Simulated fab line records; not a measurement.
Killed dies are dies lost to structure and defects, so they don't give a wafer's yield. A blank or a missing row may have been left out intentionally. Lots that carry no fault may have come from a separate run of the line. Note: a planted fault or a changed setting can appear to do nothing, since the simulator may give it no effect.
A lot that was struck, set against a sound lot + flow n5Finfet + 42 steps out of a route of 1938
Sound: wafers L127.2, L127.3, L127.6. The struck wafers were L138.2, L138.3, L138.6. The cause is given at the end.
Order at every step that has rows: each side's tool, ch and its chambers, its first start. Under that, the readings that differ: sound wafers + struck wafers + difference of the means + sigmas: that difference in standard deviations of wafers without a fault.
alike: readings whose means differ by less than 2 such deviations, and words and numbers that are the same on both sides. not compared: withheld readings, readings that some wafer has no value for, bounds like >300 that may hide the same value, and numbers for which the record gives no deviation and whose values overlap.
The two part at a step that has a row with sigmas, a row that says differs or no value, or rows on one side only. Non-overlapping numbers with no deviation appear without sigmas and do not part them. A reading that every wafer of one side lacks parts them only if that side has two wafers or more.

N5_SD_EPI_P_ETCH_36: etches SiARC in CF4, target depth 45.5 nm, time 75.8 s.
  sound on rieDiel-06 ch 0,2, day 4 00:53; struck on rieDiel-02 ch 2,3, day 6 19:58
  alike: drypumpMotorCurrentA, etchRfOnTimeS, oesProductAu, rfVppV, showerheadPlenumPTorr, throttleValvePct
  not compared: rfHoursCounterH
N5_SD_EPI_P_ETCH_37: etches SOC in N2/H2, overetch 108 nm, time 486 s.
  sound on rieDiel-06 ch 0,2, day 4 00:56; struck on rieDiel-02 ch 2,3, day 6 20:01
  alike: drypumpMotorCurrentA, oesProductAu, rfVppV, showerheadPlenumPTorr, throttleValvePct
  not compared: rfHoursCounterH
then, 2 steps without rows for these wafers: N5_SD_EPI_P_STRIP_38 (strips in N2/H2); N5_SD_EPI_P_ETCHBACK_46 (etches SiNx in CH3F/O2, stops on SiO2, target depth 17.5 nm).
N5_SD_EPI_P_ETCH_47: etches SiOCN in CH3F/O2, target depth 25 nm.
  sound on rieDiel-06 ch 0,2, day 4 01:22; struck on rieDiel-02 ch 2,3, day 6 20:26
  alike: drypumpMotorCurrentA, oes_ar_750_au, oesProductAu, rfVppV, showerheadPlenumPTorr, throttleValvePct
  not compared: rfHoursCounterH
then, 7 steps without rows for these wafers: N5_SD_EPI_P_ETCH_16 (etches SiO2 in CHF3/O2, target depth 5 nm); N5_SD_EPI_P_STRIP_50 (strips in CHF3/O2); N5_SD_EPI_P_SD_RECESS_17 (chemistry HBr/Cl2/O2, target depth 39.1 nm, bt time 3 s); N5_SD_EPI_P_WET_ETCH_45 (etches SiO2 in dHF, time 10.7 s, target depth 2 nm, rinse time 30 s); N5_SD_EPI_P_STRIP_40 (strips in N2/H2); N5_SD_EPI_P_PRECLEAN_52 (cleans in O3/DIW, time 60 s); N5_SD_EPI_P_SRD_20 (time 30 s).
N5_SD_EPI_P_PRECLEAN_51: cleans in NF3:NH3, afs cycles 1, time 20 s, sublimation time 60 s.
  struck on epiRpcvd-04, day 6 20:56; sound on epiRpcvd-04 ch 0, day 4 01:52
  no value came back on the struck wafers for afsCycles, chamberPressureTorr (Torr); on the sound wafers afsCycles reads 1 1 1
| reading                                    | sound       | struck | difference | sigmas |
|--------------------------------------------|-------------|--------|------------|--------|
| model.SiNx_of_SD_EPI_N_LINER_46.thkNm (nm) | 2.6 2.6 2.6 | 3 3 3  | +0         |        |
then, 1 step without rows for these wafers: N5_SD_EPI_P_VAPOR_ETCH_44 (etches SiGe30 in NF3/Ar, time 3.3 s).
N5_SD_EPI_P_EPI_21: deposits SiGe:B, time 355 s.
  sound on epiRpcvd-04 ch 0, day 4 02:34; struck on epiRpcvd-04 ch 0, day 6 21:38
| reading                                    | sound          | struck    | difference | sigmas |
|--------------------------------------------|----------------|-----------|------------|--------|
| model.SiGe-B_of_SD_EPI_P_EPI_21.thkNm (nm) | 61.2 61.6 60.8 | 1 1.6 1.8 | -60        |        |
then, 6 steps without rows for these wafers: N5_SD_EPI_P_HM_STRIP_48 (strips SiNx in H3PO4, material SiNx, target depth 3 nm); N5_SD_EPI_P_SRD_49 (time 30 s); N5_SD_EPI_P_PRECLEAN_24 (cleans in O3/DIW, time 45 s); N5_SD_EPI_P_PRECLEAN_32 (cleans in dHF, time 10 s); N5_SD_EPI_P_PRECLEAN_33 (cleans in SC2, time 45 s); N5_SD_EPI_P_SRD_25 (time 30 s).
N5_SD_EPI_P_INSPECT_26: inspects for defects (darkfield).
  struck on defectInspect-02, day 6 23:41; sound on defectInspect-01, day 4 04:34
  alike: rawDefectCount
then, 1 step without rows for these wafers: N5_SD_ACTIVATION_RTA_00 (time 0 s).
N5_SD_ACTIVATION_LSA_01: time 0.0008 s.
  sound on laserAnneal-02 ch 0, day 4 04:59; struck on laserAnneal-01 ch 0, day 7 00:11
  alike: wafer_temp_C_max
N5_SD_ACTIVATION_RS_MEAS_03: measurement is done with a four-point probe.
  struck on filmMetro-02, day 7 00:23; sound on filmMetro-01, day 4 05:11
| reading          | sound          | struck | difference                    | sigmas |
|------------------|----------------|--------|-------------------------------|--------|
| RS_SD_P (ohm/sq) | 54.8 54.0 55.0 | - - -  | no value on the struck wafers |        |
  alike: RS_SD_N
N5_SD_ACTIVATION_INSPECT_02: inspects for defects (darkfield).
  struck on defectInspect-02, day 7 00:41; sound on defectInspect-02, day 4 05:29
  alike: rawDefectCount
N5_ILD0_LINER_00: material SiNx, target thk 4 nm, pulse time 1 s, purge time 2 s.
  sound on aldSin-01 ch 1,2,3, day 4 05:37; struck on aldSin-04 ch 0,3, day 7 00:51
  alike: heaterPowerOuterW, heaterPowerW, precursorPulseHeightRel
  not compared: sinceWetCleanH
then, 3 steps without rows for these wafers: N5_ILD0_FCVD_FILL_01 (material SiO2 flowable, target thk 200 nm, time 328.3 s); N5_ILD0_CURE_02 (time 1800 s); N5_ILD0_CMP_03 (polishes, stops on SiNx, t overpolish 1.9 s, target thk 197.38 nm).
N5_ILD0_THK_MEAS_04:
  struck on filmMetro-02, day 7 03:31; sound on filmMetro-02, day 4 08:16
  alike: thkNm
then, 1 step without rows for these wafers: N5_ILD0_CMP_07 (polishes SiO2 flowable, stops on poly-Si, t overpolish 1.18 s, target thk 138.88 nm).
N5_ILD0_THK_MEAS_08:
  struck on filmMetro-01, day 7 03:50; sound on filmMetro-01, day 4 08:36
  alike: thkNm
then, 3 steps without rows for these wafers: N5_ILD0_PRECLEAN_10 (cleans in NF3:NH3, afs cycles 5, time 20 s, sublimation time 60 s); N5_ILD0_ALD_15 (deposits SiNx, target thk 24 nm, pulse time 1 s, ald cycles 480); N5_ILD0_CMP_12 (polishes SiNx, stops on poly-Si, t overpolish 6 s, target thk 17.67 nm).
N5_ILD0_THK_MEAS_13:
  struck on filmMetro-01, day 7 07:02; sound on filmMetro-02, day 4 11:49
  alike: thkNm
N5_ILD0_INSPECT_06: inspects for defects (darkfield).
  struck on defectInspect-01, day 7 07:04; sound on defectInspect-01, day 4 11:50
  alike: rawDefectCount
then, 2 steps without rows for these wafers: N5_SDB_HM_DEP_00 (deposits SiNx from SiH4/NH3/N2, target thk 40 nm, time 35.3 s); N5_SDB_COAT_03 (time 60 s, resist thk 100 nm).
N5_MOL_CONTACT_COAG_ETCH_110: etches Si in CF4/O2, target depth 2.5 nm, time 8 s.
  sound on rieDiel-04 ch 0,2, day 5 10:59; struck on rieDiel-03 ch 0,1,2, day 8 05:28
| reading                                    | sound          | struck      | difference | sigmas |
|--------------------------------------------|----------------|-------------|------------|--------|
| model.SiGe-B_of_SD_EPI_P_EPI_21.thkNm (nm) | 58.2 58.6 57.8 | 0.8 1.6 1.8 | -56.8      |        |
  alike: drypumpMotorCurrentA, oes_ar_750_au, oesProductAu, rfVppV, showerheadPlenumPTorr, throttleValvePct
  not compared: rfHoursCounterH
-- record jumps: 4 days separate the struck wafers' starts on either side; left off in module MOL_CONTACT_COAG, taken up again in module BEOL_M4, whose first shown step is the route's number 1111 --
N5_BEOL_M4_RC_MEAS_101:
  sound on prober-02 ch 0, day 9 04:14; struck on prober-01 ch 0, day 11 22:25
  no value came back on the struck wafers for any of 17 readings (CJ_P, DIBL_P (mV/V) and others); on the sound wafers CJ_P reads 6.0 5.4 6.3
  alike: DIBL_N, IOFF_N, ION_N, SS_N, VT_N

## WHERE THEY PART
At N5_SD_EPI_P_PRECLEAN_51 first; at N5_BEOL_M4_RC_MEAS_101 last (within this record only).

WHY: what had been put in by the simulator
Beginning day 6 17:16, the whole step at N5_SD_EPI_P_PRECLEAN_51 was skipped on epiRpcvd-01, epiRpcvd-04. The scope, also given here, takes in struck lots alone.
